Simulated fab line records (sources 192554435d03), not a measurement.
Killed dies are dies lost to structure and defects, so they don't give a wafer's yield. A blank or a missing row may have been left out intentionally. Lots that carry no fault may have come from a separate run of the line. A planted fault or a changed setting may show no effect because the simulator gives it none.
Chamber matching ; flow n5_finfet ; 4 sister chambers for N5_BEOL_M6_STRIP_36 on rie_diel-05
The step strips in N2/H2. 4 wafers are shown with their chamber, then 7 later ones without.

EACH WAFER AND ITS CHAMBER
wafer;chamber;drypump_motor_current_A (A)
L084.1;3;5.4
L084.5;2;5.6
L087.1;0;5.2
L087.4;1;4.8

WAFERS WHOSE CHAMBER IS MISSING
wafer;drypump_motor_current_A (A)
L087.5;4.8
L093.1;5.3
L093.2;5.4
L093.6;4.9
L095.1;5.4
L095.3;5.3
L095.4;4.8

WHICH CHAMBER EACH ONE RAN IN
wafer;from the rows above;in truth
L087.5;1;1
L093.1;can't be placed: 0 or 3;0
L093.2;3;3
L093.6;1;1
L095.1;3;3
L095.3;can't be placed: 0 or 3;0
L095.4;1;1
Correctly placed: 5 of 7. Can't be placed from these rows: 2 (the true chamber is among the candidates in 2). Placed wrongly: 0.
How it was worked out, from the rows above alone: a wafer's distance from a chamber is the root of the sum, over the readings, of the square of ((its reading less the chamber's mean) divided by the reading's scatter). If the next closest chamber is less than 2 further off than the closest, the wafer can't be placed; otherwise it belongs to the closest. For every chamber, the mean is computed from those of its wafers that are shown. The scatter: with one shown wafer a chamber, the root of the mean of the squares of how far each hidden wafer lies from its nearest shown one.
